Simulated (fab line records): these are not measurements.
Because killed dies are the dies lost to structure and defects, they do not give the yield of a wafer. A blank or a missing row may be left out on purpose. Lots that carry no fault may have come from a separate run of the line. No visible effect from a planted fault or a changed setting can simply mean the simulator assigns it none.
A lot that was struck, set against a sound lot :: flow n5-finfet :: 36 steps out of a route of 1938
Sound: wafers L375.2, L375.3, L375.4. Struck: wafers L390.2, L390.5, L390.6. The cause is given at the end.
Each step with rows lists, per side, the tool, then ch with its chambers, then its first start. Under that, the readings that differ: sound wafers :: struck wafers :: difference of the means :: sigmas: that difference in standard deviations of wafers without a fault.
alike: words and numbers the same on both sides, and readings whose means are apart by under 2 such deviations; not compared: readings that were withheld, readings missing a value for some wafer, numbers with overlapping values and no deviation given by the record, and bounds like >300 which may hide the same value.
The two part at a step that has a row with sigmas, a row that says differs or no value, or rows on one side only. Numbers that don't overlap but have no deviation are shown without sigmas and don't part them. A reading missing from all wafers of one side parts the sides only when that side holds two or more wafers.

first, 9 steps without rows for these wafers: N5_WELL_APT_COAT_02 (resist thk 950 nm); N5_WELL_APT_EBR_04; N5_WELL_APT_SOFTBAKE_03 (time 60 s); N5_WELL_APT_EXPOSE_05 (exposes mask NWELL, defocus 0 nm, target cd 200 nm); N5_WELL_APT_PEB_06 (peb time 90 s); N5_WELL_APT_DEVELOP_07 (develop time 45 s); N5_WELL_APT_HARDBAKE_12 (time 120 s); N5_WELL_APT_DESCUM_13 (chemistry O2, time 7.9 s); N5_WELL_APT_IMPLANT_14.
N5_WELL_APT_IMPLANT_15:
  sound on implanter-02 ch 0, day 1 20:09; struck on implanter-02 ch 0, day 5 14:23
reading: dose-ions-cm2
sound: 1.4976e+13 1.5009e+13 1.4982e+13
struck: 2.217e+13 2.2188e+13 2.2196e+13
difference: +7.196e+12
sigmas: +99 or more

reading: faraday-current-uA
sound: 193 184 194
struck: 288 273 277
difference: +89
sigmas: +22
  alike: beam-on-s
then, 25 steps without rows for these wafers: N5_WELL_APT_STRIP_16 (strips in SPM, time 900 s); N5_WELL_APT_HMDS_18 (time 60 s); N5_WELL_APT_COAT_19 (resist thk 950 nm); N5_WELL_APT_EBR_21; N5_WELL_APT_SOFTBAKE_20 (time 60 s); N5_WELL_APT_EXPOSE_22 (exposes mask PWELL, defocus 0 nm, target cd 200 nm); N5_WELL_APT_PEB_23 (peb time 90 s); N5_WELL_APT_DEVELOP_24 (develop time 45 s); N5_WELL_APT_HARDBAKE_29 (time 120 s); N5_WELL_APT_DESCUM_30 (chemistry O2, time 7.9 s); N5_WELL_APT_IMPLANT_31; N5_WELL_APT_IMPLANT_32; N5_WELL_APT_STRIP_33 (strips in SPM, time 900 s); N5_WELL_APT_RTA_34 (time 10 s); N5_WELL_APT_OXIDE_STRIP_42 (strips SiO2 in dHF, time 45 s, target depth 12 nm); N5_WELL_APT_PRECLEAN_36 (cleans in O3/DIW, time 45 s); N5_WELL_APT_PRECLEAN_39 (cleans in dHF, time 60 s); N5_WELL_APT_SRD_37 (time 30 s); N5_WELL_APT_EPI_41 (deposits Si from SiH4/H2, target thk 50 nm, time 297.7 s); N5_PMOS_HMC_CHANNEL_EPI_HM_DEP_34 (deposits SiO2 from TEOS/O2, target thk 36 nm, time 6.9 s); N5_PMOS_HMC_CHANNEL_EPI_COAT_31 (time 60 s, resist thk 66 nm); N5_PMOS_HMC_CHANNEL_EPI_COAT_03 (resist thk 205 nm); N5_PMOS_HMC_CHANNEL_EPI_EBR_05; N5_PMOS_HMC_CHANNEL_EPI_SOFTBAKE_04 (time 60 s); N5_PMOS_HMC_CHANNEL_EPI_EXPOSE_06 (exposes mask PMOS HMC BLK, target cd 240 nm).
-- a jump in the record: the struck wafers' starts before and after are 7 days apart (it breaks off in module PMOS_HMC_CHANNEL_EPI and resumes in module BEOL_M4, where the first step shown is number 1111 of the route) --
N5_BEOL_M4_RC_MEAS_101:
  sound on prober-01 ch 0, day 8 07:38; struck on prober-02 ch 0, day 12 12:37
reading: CJ_P
sound: 5.55 5.83 5.70
struck: 7.08 7.17 7.18
difference: +1.45
sigmas: +8

reading: IOFF_P_LONG (nA/um)
sound: 0.00011 0.000114 0.000112
struck: 0.000137 0.000141 0.00014
difference: +0.000027
sigmas: +3
  alike: DIBL_N, DIBL_P, IOFF_N, IOFF_P, ION_N, ION_P, SS_N, SS_P, VT_N, VT_P

WHERE THEY PART
First at N5_WELL_APT_IMPLANT_15; last, within this record, at N5_BEOL_M4_RC_MEAS_101.

WHY: what had been put in by the simulator
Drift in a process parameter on implanter-02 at N5_WELL_APT_IMPLANT_15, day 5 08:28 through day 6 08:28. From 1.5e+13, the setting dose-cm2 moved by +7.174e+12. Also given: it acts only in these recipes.
